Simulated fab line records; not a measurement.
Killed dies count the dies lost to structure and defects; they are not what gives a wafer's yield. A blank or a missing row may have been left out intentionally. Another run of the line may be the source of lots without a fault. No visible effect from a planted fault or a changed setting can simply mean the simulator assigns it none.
Matching of chambers | flow n5 finfet | N5_MOL_CONTACT_COAG_CMP_52 on cmp-01 has 4 sister chambers
The step polishes, stops on SiO2, t overpolish 1.5 s, target thk 66.5 nm. 8 wafers are shown with their chamber, then 12 later ones without.

## WAFERS WITH THEIR CHAMBER
wafer  | chamber | motor current A (A) | slurry filter dp kPa (kPa)
L080.3 | 0       | 13.5                | 13.42
L081.6 | 1       | 11.8                | 13.68
L084.1 | 1       | 11.6                | 13.44
L084.2 | 3       | 11.0                | 13.50
L084.4 | 2       | 14.8                | 13.46
L085.1 | 2       | 15.4                | 13.61
L085.2 | 3       | 11.8                | 13.46
L085.4 | 0       | 13.6                | 13.45

## WAFERS WITH NO CHAMBER GIVEN
wafer  | motor current A (A) | slurry filter dp kPa (kPa)
L086.1 | 14.7                | 13.87
L086.3 | 11.3                | 13.71
L086.4 | 13.3                | 13.47
L090.1 | 12.1                | 13.48
L090.2 | 11.6                | 13.58
L090.5 | 11.4                | 13.61
L095.2 | 11.5                | 13.73
L095.3 | 15.0                | 13.43
L095.6 | 13.4                | 13.26
L096.1 | 15.2                | 13.44
L096.3 | 14.0                | 13.45
L096.5 | 14.0                | 13.31

## THE CHAMBER EACH PASSED THROUGH
wafer  | from the rows above     | in truth
L086.1 | can't be placed: 2 or 0 | 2
L086.3 | can't be placed: 1 or 3 | 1
L086.4 | 0                       | 0
L090.1 | can't be placed: 1 or 3 | 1
L090.2 | can't be placed: 1 or 3 | 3
L090.5 | can't be placed: 1 or 3 | 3
L095.2 | can't be placed: 1 or 3 | 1
L095.3 | 2                       | 2
L095.6 | 0                       | 0
L096.1 | 2                       | 2
L096.3 | can't be placed: 0 or 2 | 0
L096.5 | 0                       | 0
Correct placement for 5 of the 12. Cannot be placed on the basis of these rows: 7; the candidates contain the true chamber in 7. 0 placed wrongly.
How it was worked out, from the rows above alone: a wafer's distance from a chamber is the root of the sum, over the readings, of the square of ((its reading less the chamber's mean) divided by the reading's scatter). If the next closest chamber is less than 2 further off than the closest, the wafer can't be placed; otherwise it belongs to the closest. For every chamber, the mean is computed from those of its wafers that are shown. The scatter is the square root of a quotient: the sum, over the shown wafers, of each reading's squared deviation from its chamber's mean, divided by wafers minus chambers.
